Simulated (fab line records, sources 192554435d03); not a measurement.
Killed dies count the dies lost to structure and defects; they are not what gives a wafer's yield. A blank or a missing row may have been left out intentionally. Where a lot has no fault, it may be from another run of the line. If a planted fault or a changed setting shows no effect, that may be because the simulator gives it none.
fab line records	flow n5_finfet
[record] lots = 24	wafers = 72	last_day = 18
route steps=1938 shown MOL_CONTACT_COAG@544 BEOL_M0_SAQP@638
lots untouched by any fault: they come from a run of this same line in which no faults occurred
start_h: hours from the record's opening day to when the first of the lot's shown wafers began	wait_h: hours since the lot's step before	" unchanged from the row above	L1.1+2: several wafers, shown together as one row	- no value, or no start was given	* or withheld: withheld	< > ~ a bound
route shown NAME@n: a module of which the file shows steps, and the number in the route of the first	usual: mean/standard deviation taken from wafers without a fault	same: alike in all rows	chamber/n: place in a boat	sites: readings site by site	_std_site: the values' standard deviation	_edge_site: inner sites' mean taken away from outer sites' mean	radius_mm: for every site, how far away it sits from the centre of the wafer	mask NAME#n: copy n	behind: tool/chamber where the wafer was last shaped	hold: why the lot went on hold/how many hours it stayed there/how the hold came to an end	device: the transistor (n, p or np) that didn't switch	end of line: tests run on the same wafers once the route is complete	a step given without rows: its recipe and nothing more	killed: the dies lost at the first sort to structure and to defects; this is not the yield of the wafer	map: the dies of a wafer, with x for killed, . for not killed, _ for no die there
set.NAME: the setting the step ran with; set.NAME@STEP: the setting that earlier step ran with	model.NAME: the simulator's own value behind a step, which no gauge read
route steps across a sampled set of lots; one table per step, one row per wafer
services: a tool's chamber out of use, with start hour (start_h, from the record's first day; less than 0 if before it), hours out, and reason
[[steps]]
[step N5_MOL_CONTACT_COAG_ALD_20]
[recipe] material = TiN	target_thk_a = 15	temp_c = 400	ald_precursor_family = TiCl4	ald_co_reactant = NH3	pulse_time_s = 1	purge_time_s = 3	co_reactant_purge_time_s = 2	co_reactant_pulse_time_s = 2	ald_cycles = 68	pressure_torr = 3
[usual] heater_power_w = 870/87	precursor_pulse_height_rel = 0.999/0.021
lot.wafer	tool	chamber	start_h	wait_h	heater_power_w	precursor_pulse_height_rel	since_wet_clean_h
L074.2	ald_metal-03	0	93.50	0.1	900	0.965	5910
L074.4	"	1	"	"	1018	1.012	5910
L074.6	"	1	"	"	980	0.977	-
L075.1	ald_metal-03	2	105.05	0.1	767	1.018	5922
L075.4	"	3	"	"	951	0.986	5922
L075.6	"	3	"	"	942	1.002	-
L076.3	ald_metal-03	0	106.25	0.1	912	1.031	5923
L076.5	"	1	"	"	964	1.019	-
L076.6	"	2	"	"	757	1.010	-
L077.2	ald_metal-01	1	109.91	0.1	757	0.972	1311
L077.4	"	0	"	"	850	1.006	1311
L077.5	"	0	"	"	859	1.019	-
L078.1	ald_metal-01	0	115.82	0.1	857	0.998	1317
L078.3	"	2	"	"	780	1.002	1317
L078.4	"	3	"	"	860	1.024	1317
L079.1	ald_metal-03	0	123.43	0.1	868	1.000	5940
L079.3	"	3	"	"	959	0.982	5940
L079.4	"	2	"	"	770	0.997	5940
L080.2	ald_metal-01	2	127.09	0.1	772	1.003	1328
L080.3	"	0	"	"	828	1.029	1328
L080.6	"	3	"	"	863	0.989	-
L081.3	ald_metal-04	2	132.50	0.1	749	0.979	4411
L081.5	"	1	"	"	884	1.016	-
L081.6	"	2	"	"	727	1.017	-
L082.4	ald_metal-03	3	138.85	0.2	947	0.991	-
L082.5	"	0	"	"	911	0.986	-
L082.6	"	2	"	"	775	1.024	-
L083.4	ald_metal-03	3	144.69	0.2	943	1.006	-
L083.5	"	2	"	"	777	1.035	-
L083.6	"	0	"	"	889	0.993	-
L084.3	ald_metal-01	1	152.94	0.1	753	0.990	1354
L084.4	"	2	"	"	785	0.968	1354
L084.5	"	0	"	"	845	1.026	-
L085.2	ald_metal-04	1	154.30	0.1	904	1.000	4433
L085.3	"	3	"	"	954	0.966	4433
L085.5	"	2	"	"	726	1.014	-
L086.1	ald_metal-03	0	158.68	0.1	901	1.020	5976
L086.3	"	2	"	"	749	1.020	5976
L086.5	"	3	"	"	932	0.977	-
L087.1	ald_metal-01	0	168.39	0.1	852	0.993	1370
L087.3	"	2	"	"	789	0.976	1370
L087.6	"	2	"	"	783	1.018	-
L088.2	ald_metal-03	2	174.12	0.1	782	1.003	5991
L088.4	"	3	"	"	960	1.026	5991
L088.5	"	0	"	"	912	1.009	-
L089.4	ald_metal-03	1	179.49	0.1	987	0.995	5996
L089.5	"	3	"	"	946	1.001	-
L089.6	"	2	"	"	773	1.000	-
L090.1	ald_metal-03	3	190.50	0.1	946	0.988	6007
L090.3	"	1	"	"	995	1.019	6007
L090.5	"	1	"	"	984	0.986	-
L091.3	ald_metal-03	1	191.38	0.1	992	0.969	6008
L091.5	"	2	"	"	762	1.012	-
L091.6	"	3	"	"	941	1.010	-
L092.2	ald_metal-03	1	198.70	0.1	959	0.950	6016
L092.3	"	3	"	"	954	1.013	6016
L092.6	"	3	"	"	933	0.943	-
L093.2	ald_metal-03	2	204.45	0.1	769	0.974	6021
L093.3	"	3	"	"	953	0.998	6021
L093.5	"	3	"	"	935	0.953	-
L094.1	ald_metal-03	3	217.18	0.1	960	0.994	6034
L094.5	"	1	"	"	981	1.005	-
L094.6	"	2	"	"	759	0.977	-
L095.1	ald_metal-04	2	217.28	0.1	720	1.023	4496
L095.4	"	0	"	"	967	1.037	-
L095.5	"	1	"	"	895	0.973	-
L096.1	ald_metal-01	1	222.66	0.1	778	1.024	1424
L096.2	"	3	"	"	859	0.966	1424
L096.5	"	2	"	"	782	0.978	-
L097.2	ald_metal-03	0	228.56	0.1	893	0.976	6045
L097.3	"	2	"	"	744	0.996	6045
L097.5	"	0	"	"	868	0.999	-
[step N5_MOL_CONTACT_COAG_SIL_ANNEAL_21]
[recipe] temp_c = 550	time_s = 60	ambient = N2
[usual] lamp_power_pct = 5.95/0.25	lamp_zone_4_pct = 5.95/0.25	wafer_temp_C_max = 552.2/0.58
lot.wafer	tool	chamber	start_h	wait_h	lamp_power_pct	lamp_zone_4_pct	wafer_temp_C_max
L074.2	rtp_anneal-02	0	93.94	0.3	5.71	5.70	552.2
L074.4	"	0	"	"	5.71	5.71	551.9
L074.6	"	0	"	"	5.70	5.70	551.8
L075.1	rtp_anneal-02	0	105.56	0.3	5.70	5.71	552.1
L075.4	"	0	"	"	5.70	5.71	552.3
L075.6	"	0	"	"	5.71	5.71	551.3
L076.3	rtp_anneal-01	0	107.08	0.7	6.20	6.19	552.3
L076.5	"	0	"	"	6.20	6.19	552.3
L076.6	"	0	"	"	6.20	6.19	552.5
L077.2	rtp_anneal-02	0	110.34	0.3	5.71	5.70	552.1
L077.4	"	0	"	"	5.70	5.72	551.5
L077.5	"	0	"	"	5.70	5.70	552.2
L078.1	rtp_anneal-01	0	116.20	0.2	6.20	6.19	552.7
L078.3	"	0	"	"	6.18	6.19	553.4
L078.4	"	0	"	"	6.20	6.19	552.4
L079.1	rtp_anneal-01	0	123.98	0.4	6.19	6.19	551.9
L079.3	"	0	"	"	6.20	6.19	551.5
L079.4	"	0	"	"	6.19	6.20	552.1
L080.2	rtp_anneal-01	0	127.49	0.2	6.19	6.20	552.3
L080.3	"	0	"	"	6.20	6.20	552.3
L080.6	"	0	"	"	6.20	6.19	553.6
L081.3	rtp_anneal-01	0	132.93	0.3	6.20	6.20	552.2
L081.5	"	0	"	"	6.19	6.20	552.2
L081.6	"	0	"	"	6.19	6.20	554.6
L082.4	rtp_anneal-02	0	139.29	0.3	5.71	5.71	551.8
L082.5	"	0	"	"	5.70	5.70	552.0
L082.6	"	0	"	"	5.71	5.69	551.8
L083.4	rtp_anneal-01	0	144.99	0.1	6.20	6.19	552.5
L083.5	"	0	"	"	6.19	6.19	553.7
L083.6	"	0	"	"	6.20	6.19	552.6
L084.3	rtp_anneal-01	0	153.38	0.3	6.19	6.19	552.5
L084.4	"	0	"	"	6.20	6.20	552.6
L084.5	"	0	"	"	6.19	6.20	552.1
L085.2	rtp_anneal-02	0	154.71	0.2	5.71	5.71	551.7
L085.3	"	0	"	"	5.71	5.71	552.3
L085.5	"	0	"	"	5.70	5.70	551.7
L086.1	rtp_anneal-01	0	159.05	0.2	6.19	6.20	551.9
L086.3	"	0	"	"	6.19	6.19	552.8
L086.5	"	0	"	"	6.19	6.20	552.7
L087.1	rtp_anneal-02	0	168.76	0.2	5.70	5.71	552.4
L087.3	"	0	"	"	5.70	5.71	552.3
L087.6	"	0	"	"	5.70	5.70	551.9
L088.2	rtp_anneal-02	0	174.74	0.4	5.70	5.70	552.3
L088.4	"	0	"	"	5.71	5.71	552.0
L088.5	"	0	"	"	5.70	5.69	551.7
L089.4	rtp_anneal-02	0	180.11	0.4	5.70	5.70	551.4
L089.5	"	0	"	"	5.71	5.70	552.8
L089.6	"	0	"	"	5.71	5.71	552.3
L090.1	rtp_anneal-02	0	190.88	0.2	5.70	5.71	551.7
L090.3	"	0	"	"	5.71	5.71	551.8
L090.5	"	0	"	"	5.70	5.71	551.7
L091.3	rtp_anneal-01	0	191.88	0.3	6.20	6.19	552.5
L091.5	"	0	"	"	6.20	6.20	553.1
L091.6	"	0	"	"	6.20	6.20	552.2
L092.2	rtp_anneal-02	0	199.10	0.2	5.71	5.70	551.6
L092.3	"	0	"	"	5.70	5.70	552.3
L092.6	"	0	"	"	5.71	5.69	551.7
L093.2	rtp_anneal-02	0	204.85	0.2	5.71	5.71	551.4
L093.3	"	0	"	"	5.70	5.71	551.8
L093.5	"	0	"	"	5.70	5.70	551.5
L094.1	rtp_anneal-01	0	217.55	0.2	6.19	6.20	552.4
L094.5	"	0	"	"	6.19	6.19	552.3
L094.6	"	0	"	"	6.19	6.18	552.4
L095.1	rtp_anneal-01	0	217.73	0.3	6.19	6.19	553.9
L095.4	"	0	"	"	6.20	6.20	552.0
L095.5	"	0	"	"	6.20	6.20	552.6
L096.1	rtp_anneal-02	0	223.14	0.3	5.71	5.70	551.2
L096.2	"	0	"	"	5.70	5.70	552.4
L096.5	"	0	"	"	5.69	5.71	551.7
L097.2	rtp_anneal-01	0	228.97	0.2	6.20	6.18	552.2
L097.3	"	0	"	"	6.19	6.20	552.7
L097.5	"	0	"	"	6.19	6.19	552.8
[step N5_MOL_CONTACT_COAG_CO_FILL_22]
[recipe] material = Co	target_thk_a = 200	temp_c = 200	precursor = CCTBA/H2	pressure_torr = 30
[usual] heater_power_w = 237/21
lot.wafer	tool	chamber	start_h	wait_h	heater_power_w	since_wet_clean_h
L074.2	cvd_co-02	1	94.36	0.1	258	1073
L074.4	"	2	"	"	229	-
L074.6	"	0	"	"	259	-
L075.1	cvd_co-01	0	105.96	0.1	202	866
L075.4	"	2	"	"	227	-
L075.6	"	1	"	"	216	-
L076.3	cvd_co-02	1	108.25	0.1	259	1087
L076.5	"	0	"	"	255	-
L076.6	"	1	"	"	269	-
L077.2	cvd_co-01	1	111.56	0.1	212	1309
L077.4	"	2	"	"	231	-
L077.5	"	1	"	"	217	-
L078.1	cvd_co-02	1	117.66	0.1	265	1096
L078.3	"	0	"	"	258	659
L078.4	"	1	"	"	257	-
L079.1	cvd_co-01	0	124.77	0.1	210	885
L079.3	"	2	"	"	222	-
L079.4	"	0	"	"	206	-
L080.2	cvd_co-02	1	128.31	0.1	264	1107
L080.3	"	2	"	"	232	210
L080.6	"	0	"	"	257	-
L081.3	cvd_co-01	2	133.86	0.4	228	-
L081.5	"	2	"	"	219	-
L081.6	"	0	"	"	203	-
L082.4	cvd_co-02	1	139.92	0.4	268	-
L082.5	"	0	"	"	252	-
L082.6	"	2	"	"	242	-
L083.4	cvd_co-02	0	146.85	0.4	257	-
L083.5	"	1	"	"	266	-
L083.6	"	2	"	"	234	-
L084.3	cvd_co-02	0	154.20	0.1	259	696
L084.4	"	2	"	"	231	-
L084.5	"	1	"	"	266	-
L085.2	cvd_co-02	1	155.82	0.1	259	1135
L085.3	"	2	"	"	232	238
L085.5	"	1	"	"	256	-
L086.1	cvd_co-01	1	161.98	0.1	228	25
L086.3	"	0	"	"	205	922
L086.5	"	0	"	"	205	-
L087.1	cvd_co-02	0	172.65	0.1	259	714
L087.3	"	2	"	"	239	255
L087.6	"	1	"	"	263	-
L088.2	cvd_co-02	0	175.13	0.1	258	717
L088.4	"	1	"	"	263	-
L088.5	"	0	"	"	256	-
L089.4	cvd_co-02	2	181.91	0.4	233	-
L089.5	"	0	"	"	257	-
L089.6	"	1	"	"	270	-
L090.1	cvd_co-01	0	192.06	0.1	205	952
L090.3	"	0	"	"	207	-
L090.5	"	0	"	"	210	-
L091.3	cvd_co-02	2	194.28	0.1	231	276
L091.5	"	1	"	"	260	-
L091.6	"	2	"	"	238	-
L092.2	cvd_co-01	1	199.80	0.1	227	63
L092.3	"	1	"	"	222	-
L092.6	"	0	"	"	203	-
L093.2	cvd_co-02	0	205.37	0.1	256	747
L093.3	"	2	"	"	239	288
L093.5	"	1	"	"	261	-
L094.1	cvd_co-01	0	219.64	0.1	206	980
L094.5	"	2	"	"	229	-
L094.6	"	0	"	"	204	-
L095.1	cvd_co-02	2	219.80	0.1	236	302
L095.4	"	1	"	"	261	-
L095.5	"	0	"	"	257	-
L096.1	cvd_co-01	2	223.99	0.1	228	525
L096.2	"	0	"	"	212	984
L096.5	"	1	"	"	227	-
L097.2	cvd_co-01	2	231.92	0.1	226	533
L097.3	"	1	"	"	224	95
L097.5	"	2	"	"	222	-
[step N5_MOL_CONTACT_COAG_THK_MEAS_29]
[recipe] reads = SiNx_of_GATE_CUT_PECVD_57+SiNx_of_GATE_CUT_SAC_CAP_01
[usual] MD_CAP_THK = 17.93/0.11
lot.wafer	tool	chamber	start_h	wait_h	MD_CAP_THK[nm]
L074.2	film_metro-02	-	101.58	-	17.93
L074.4	"	-	"	"	17.90
L074.6	"	-	"	"	17.90
L075.1	film_metro-02	-	111.07	-	18.05
L075.4	"	-	"	"	18.09
L075.6	"	-	"	"	18.16
L076.3	film_metro-01	-	114.36	-	17.94
L076.5	"	-	"	"	17.86
L076.6	"	-	"	"	17.89
L077.2	film_metro-01	-	116.72	-	17.90
L077.4	"	-	"	"	17.86
L077.5	"	-	"	"	17.79
L078.1	film_metro-01	-	123.37	0.2	17.85
L078.3	"	-	"	"	17.96
L078.4	"	-	"	"	17.94
L079.1	film_metro-01	-	130.29	-	17.88
L079.3	"	-	"	"	17.79
L079.4	"	-	"	"	17.94
L080.2	film_metro-02	-	134.03	-	17.83
L080.3	"	-	"	"	17.95
L080.6	"	-	"	"	17.93
L081.3	film_metro-01	-	139.59	-	17.89
L081.5	"	-	"	"	17.96
L081.6	"	-	"	"	17.96
L082.4	film_metro-02	-	144.69	-	17.92
L082.5	"	-	"	"	17.99
L082.6	"	-	"	"	18.04
L083.4	film_metro-01	-	152.61	-	17.72
L083.5	"	-	"	"	17.85
L083.6	"	-	"	"	17.86
L084.3	film_metro-01	-	160.65	-	18.21
L084.4	"	-	"	"	18.22
L084.5	"	-	"	"	18.01
L085.2	film_metro-01	-	161.18	-	17.90
L085.3	"	-	"	"	17.96
L085.5	"	-	"	"	18.04
L086.1	film_metro-01	-	166.51	-	18.17
L086.3	"	-	"	"	17.88
L086.5	"	-	"	"	18.00
L087.1	film_metro-01	-	177.56	-	17.90
L087.3	"	-	"	"	17.94
L087.6	"	-	"	"	17.83
L088.2	film_metro-01	-	182.47	-	17.70
L088.4	"	-	"	"	17.73
L088.5	"	-	"	"	17.76
L089.4	film_metro-02	-	187.20	-	17.92
L089.5	"	-	"	"	17.89
L089.6	"	-	"	"	17.98
L090.1	film_metro-01	-	197.59	-	18.05
L090.3	"	-	"	"	17.90
L090.5	"	-	"	"	18.04
L091.3	film_metro-01	-	199.30	-	17.98
L091.5	"	-	"	"	17.99
L091.6	"	-	"	"	18.19
L092.2	film_metro-02	-	205.12	-	17.81
L092.3	"	-	"	"	17.93
L092.6	"	-	"	"	17.86
L093.2	film_metro-02	-	211.03	-	17.92
L093.3	"	-	"	"	17.89
L093.5	"	-	"	"	17.91
L094.1	film_metro-01	-	225.97	-	17.90
L094.5	"	-	"	"	18.01
L094.6	"	-	"	"	17.91
L095.1	film_metro-01	-	226.72	-	17.85
L095.4	"	-	"	"	17.80
L095.5	"	-	"	"	17.90
L096.1	film_metro-01	-	231.10	-	17.93
L096.2	"	-	"	"	18.06
L096.5	"	-	"	"	17.91
L097.2	film_metro-02	-	236.97	-	17.81
L097.3	"	-	"	"	17.89
L097.5	"	-	"	"	17.80
[step N5_MOL_CONTACT_COAG_CD_MEAS_84]
[recipe] target_cd_nm = 25.1	landing_energy_ev = 500	detector = se_inlens	polarity = opening
[usual] cd_nm = 25.13/0.24
lot.wafer	tool	chamber	start_h	wait_h	cd_nm
L074.2	cd_sem-03	0	102.93	-	25.41
L074.4	"	0	"	"	25.26
L074.6	"	0	"	"	25.42
L075.1	cd_sem-01	0	112.07	-	24.90
L075.4	"	0	"	"	25.19
L075.6	"	0	"	"	24.84
L076.3	cd_sem-03	0	115.23	-	25.41
L076.5	"	0	"	"	25.54
L076.6	"	0	"	"	25.23
L077.2	cd_sem-01	0	117.60	-	25.13
L077.4	"	0	"	"	25.15
L077.5	"	0	"	"	25.20
L078.1	cd_sem-01	0	124.25	-	25.20
L078.3	"	0	"	"	24.97
L078.4	"	0	"	"	25.10
L079.1	cd_sem-03	0	131.17	-	25.28
L079.3	"	0	"	"	25.11
L079.4	"	0	"	"	25.31
L080.2	cd_sem-02	0	135.03	-	25.50
L080.3	"	0	"	"	25.29
L080.6	"	0	"	"	25.08
L081.3	cd_sem-02	0	140.65	-	25.45
L081.5	"	0	"	"	25.13
L081.6	"	0	"	"	25.44
L082.4	cd_sem-02	0	145.70	-	24.87
L082.5	"	0	"	"	24.66
L082.6	"	0	"	"	24.59
L083.4	cd_sem-03	0	153.72	-	25.07
L083.5	"	0	"	"	25.25
L083.6	"	0	"	"	25.20
L084.3	cd_sem-01	0	161.55	-	25.17
L084.4	"	0	"	"	24.57
L084.5	"	0	"	"	25.24
L085.2	cd_sem-02	0	162.05	-	25.50
L085.3	"	0	"	"	25.55
L085.5	"	0	"	"	25.08
L086.1	cd_sem-03	0	167.53	-	24.90
L086.3	"	0	"	"	25.31
L086.5	"	0	"	"	25.02
L087.1	cd_sem-01	0	178.56	-	24.95
L087.3	"	0	"	"	25.70
L087.6	"	0	"	"	25.11
L088.2	cd_sem-01	0	183.49	-	25.11
L088.4	"	0	"	"	24.95
L088.5	"	0	"	"	24.89
L089.4	cd_sem-01	0	188.08	-	24.80
L089.5	"	0	"	"	25.17
L089.6	"	0	"	"	25.09
L090.1	cd_sem-03	0	198.59	-	25.37
L090.3	"	0	"	"	25.50
L090.5	"	0	"	"	25.27
L091.3	cd_sem-03	0	200.18	-	25.27
L091.5	"	0	"	"	24.97
L091.6	"	0	"	"	24.83
L092.2	cd_sem-02	0	206.16	-	24.72
L092.3	"	0	"	"	25.06
L092.6	"	0	"	"	24.97
L093.2	cd_sem-02	0	211.93	-	25.25
L093.3	"	0	"	"	25.10
L093.5	"	0	"	"	24.79
L094.1	cd_sem-01	0	227.36	-	25.28
L094.5	"	0	"	"	24.94
L094.6	"	0	"	"	24.90
L095.1	cd_sem-03	0	227.61	-	24.61
L095.4	"	0	"	"	24.77
L095.5	"	0	"	"	24.71
L096.1	cd_sem-03	0	232.11	-	25.32
L096.2	"	0	"	"	25.22
L096.5	"	0	"	"	25.47
L097.2	cd_sem-02	0	237.97	-	25.26
L097.3	"	0	"	"	24.74
L097.5	"	0	"	"	25.36
[step N5_BEOL_M0_SAQP_PECVD_04]
[recipe] material = a-Si	target_thk_a = 600	temp_c = 350	precursor = SiH4/He	pressure_torr = 3	rf_w = 100	time_s = 60.2
[usual] heater_power_w = 671/79	showerhead_plenum_p_Torr = 5.66/0.031	showerhead_vpp_V = 611/18	throttle_valve_pct = 18.6/1.1
lot.wafer	tool	chamber	start_h	wait_h	heater_power_w	showerhead_plenum_p_Torr	showerhead_vpp_V	since_wet_clean_h	throttle_valve_pct
L074.2	pecvd-03	0	113.11	0.0	616	5.66	606	1180	18.7
L074.4	"	1	"	"	705	5.68	609	-	19.9
L074.6	"	2	"	"	644	5.64	603	-	17.7
L075.1	pecvd-04	1	120.04	0.0	809	5.72	635	1368	20.1
L075.4	"	1	"	"	833	5.72	635	-	20.5
L075.6	"	2	"	"	790	5.65	612	-	18.7
L076.3	pecvd-04	2	123.64	0.0	725	5.65	616	2096	18.7
L076.5	"	1	"	"	707	5.70	622	-	20.2
L076.6	"	2	"	"	719	5.63	599	-	18.5
L077.2	pecvd-03	1	127.29	0.0	728	5.67	626	1919	19.8
L077.4	"	2	"	"	640	5.62	606	-	17.6
L077.5	"	1	"	"	742	5.67	620	-	20.2
L078.1	pecvd-03	0	132.35	0.0	560	5.66	606	1199	18.5
L078.3	"	2	"	"	579	5.64	595	445	17.8
L078.4	"	1	"	"	741	5.67	620	-	19.9
L079.1	pecvd-03	0	139.32	0.0	602	5.65	602	1206	18.7
L079.3	"	1	"	"	720	5.68	623	1931	20.0
L079.4	"	0	"	"	601	5.66	607	-	18.7
L080.2	pecvd-01	2	142.38	0.0	577	5.59	587	85	17.2
L080.3	"	0	"	"	607	5.64	621	846	18.8
L080.6	"	2	"	"	570	5.59	583	-	17.3
L081.3	pecvd-01	0	147.80	0.0	647	5.64	629	852	19.1
L081.5	"	2	"	"	577	5.59	580	-	17.1
L081.6	"	0	"	"	634	5.63	622	-	19.0
L082.4	pecvd-03	0	153.51	0.0	553	5.64	594	-	18.8
L082.5	"	2	"	"	625	5.64	598	-	18.0
L082.6	"	1	"	"	758	5.69	617	-	19.9
L083.4	pecvd-03	2	162.41	0.0	639	5.65	598	-	17.6
L083.5	"	1	"	"	748	5.68	631	-	20.0
L083.6	"	0	"	"	608	5.66	597	-	18.8
L084.3	pecvd-03	1	173.20	0.1	656	5.67	616	-	20.0
L084.4	"	0	"	"	564	5.66	607	-	18.9
L084.5	"	1	"	"	660	5.70	619	-	20.0
L085.2	pecvd-01	1	173.21	0.0	814	5.66	583	518	16.6
L085.3	"	0	"	"	664	5.65	626	877	19.2
L085.5	"	0	"	"	694	5.63	620	-	19.1
L086.1	pecvd-04	0	178.44	0.0	726	5.69	639	701	18.5
L086.3	"	2	"	"	707	5.64	619	2151	18.4
L086.5	"	1	"	"	707	5.70	637	-	20.5
L087.1	pecvd-04	0	187.29	0.0	715	5.67	646	710	18.6
L087.3	"	2	"	"	751	5.63	606	2160	18.7
L087.6	"	0	"	"	691	5.67	644	-	18.8
L088.2	pecvd-04	1	191.29	0.0	766	5.71	626	1439	20.1
L088.4	"	1	"	"	758	5.70	627	-	20.0
L088.5	"	2	"	"	640	5.64	607	-	18.5
L089.4	pecvd-03	0	196.51	0.0	548	5.66	606	-	18.8
L089.5	"	2	"	"	608	5.63	597	-	17.8
L089.6	"	1	"	"	728	5.67	622	-	20.1
L090.1	pecvd-03	1	205.72	0.0	673	5.67	618	1997	20.0
L090.3	"	0	"	"	579	5.65	609	1272	18.8
L090.5	"	0	"	"	580	5.64	597	-	18.7
L091.3	pecvd-01	2	208.52	0.0	610	5.57	578	151	16.9
L091.5	"	2	"	"	606	5.58	586	-	17.5
L091.6	"	0	"	"	671	5.65	619	-	18.9
L092.2	pecvd-03	1	214.46	0.0	728	5.66	626	2006	20.2
L092.3	"	2	"	"	613	5.64	610	527	17.9
L092.6	"	0	"	"	594	5.65	598	-	18.8
L093.2	pecvd-03	0	220.09	0.0	585	5.67	607	1286	18.6
L093.3	"	1	"	"	656	5.66	626	2011	20.1
L093.5	"	1	"	"	673	5.67	606	-	19.8
L094.1	pecvd-04	1	234.68	0.0	725	5.71	641	1482	20.1
L094.5	"	2	"	"	743	5.63	609	-	17.1
L094.6	"	0	"	"	784	5.68	648	-	18.8
L095.1	pecvd-01	2	238.76	0.0	617	5.59	579	181	17.3
L095.4	"	1	"	"	794	5.65	581	-	16.5
L095.5	"	0	"	"	628	5.65	609	-	19.4
L096.1	pecvd-01	0	241.64	0.0	579	5.63	625	946	19.2
L096.2	"	2	"	"	598	5.58	583	184	17.2
L096.5	"	2	"	"	587	5.61	587	-	17.4
L097.2	pecvd-04	0	246.20	0.0	696	5.69	648	769	18.7
L097.3	"	2	"	"	746	5.63	621	15	17.4
L097.5	"	1	"	"	728	5.69	633	-	20.1
[[services]]
tool	chamber	start_h	hours	kind
pecvd-04	2	74.57	2.1	scheduled_down
pecvd-04	-	80.64	1.6	repair
cvd_co-01	-	81.44	0.9	repair
pecvd-03	-	84.78	5.5	pm
pecvd-01	-	85.51	1.7	repair
ald_metal-01	-	111.61	2.8	pm
cvd_co-01	1	114.67	-	clean
cvd_co-01	1	114.67	22.0	scheduled_down
cvd_co-01	1	114.67	22.0	vent_cycle
pecvd-01	-	115.27	1.3	repair
pecvd-03	-	116.11	6.0	pm
ald_metal-03	1	133.08	30.6	repair
ald_metal-03	3	150.70	3.3	repair
pecvd-01	0	160.15	4.4	repair
ald_metal-01	1	165.80	31.0	repair
pecvd-03	2	170.54	5.2	repair
ald_metal-04	0	182.77	30.8	repair
ald_metal-03	0	183.65	27.2	repair
cvd_co-01	2	185.87	17.5	repair
ald_metal-04	2	188.80	22.7	repair
pecvd-01	-	190.93	2.6	repair
ald_metal-04	3	197.15	26.5	repair
pecvd-04	2	202.38	-	clean
pecvd-03	1	241.93	22.3	repair
[[key]]
fault none
